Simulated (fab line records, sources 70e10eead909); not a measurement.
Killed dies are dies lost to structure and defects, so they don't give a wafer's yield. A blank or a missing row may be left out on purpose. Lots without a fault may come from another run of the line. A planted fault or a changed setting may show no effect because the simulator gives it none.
Chamber matching | flow nand_harc | NHARC_A_STAIRCASE_DEP_322 on pecvd-01: 3 sister chambers
The step deposits SiO2, target thk 3800 nm. 3 wafers are shown with their chamber, then 9 later ones without.

WAFERS WITH THEIR CHAMBER
wafer  | chamber | heater_power_w (W)
L084.4 | 0       | 594
L085.4 | 1       | 625
L085.6 | 2       | 573

WAFERS WITHOUT THEIR CHAMBER
wafer  | heater_power_w (W)
L089.3 | 720
L089.4 | 578
L089.6 | 586
L091.2 | 679
L091.3 | 663
L091.5 | 632
L095.2 | 756
L095.3 | 695
L095.6 | 648

WHICH CHAMBER EACH WENT THROUGH
wafer  | from the rows above          | in truth
L089.3 | can't be placed: 1 or 0 or 2 | 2
L089.4 | can't be placed: 2 or 0 or 1 | 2
L089.6 | can't be placed: 0 or 2 or 1 | 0
L091.2 | can't be placed: 1 or 0 or 2 | 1
L091.3 | can't be placed: 1 or 0 or 2 | 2
L091.5 | can't be placed: 1 or 0 or 2 | 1
L095.2 | can't be placed: 1 or 0 or 2 | 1
L095.3 | can't be placed: 1 or 0 or 2 | 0
L095.6 | can't be placed: 1 or 0 or 2 | 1
Placed correctly: 0 of 9. Can't be placed from these rows: 9 (the true chamber is among the candidates in 9). Placed wrongly: 0.
How it was worked out, from the rows above alone: a wafer's distance from a chamber is the root of the sum, over the readings, of the square of ((its reading less the chamber's mean) divided by the reading's scatter). The wafer belongs to the nearest chamber; if the next one is less than 2 further off, it can't be placed. A chamber's mean is the mean of its shown wafers. The scatter: with one shown wafer a chamber, the root of the mean of the squares of how far each hidden wafer lies from its nearest shown one.
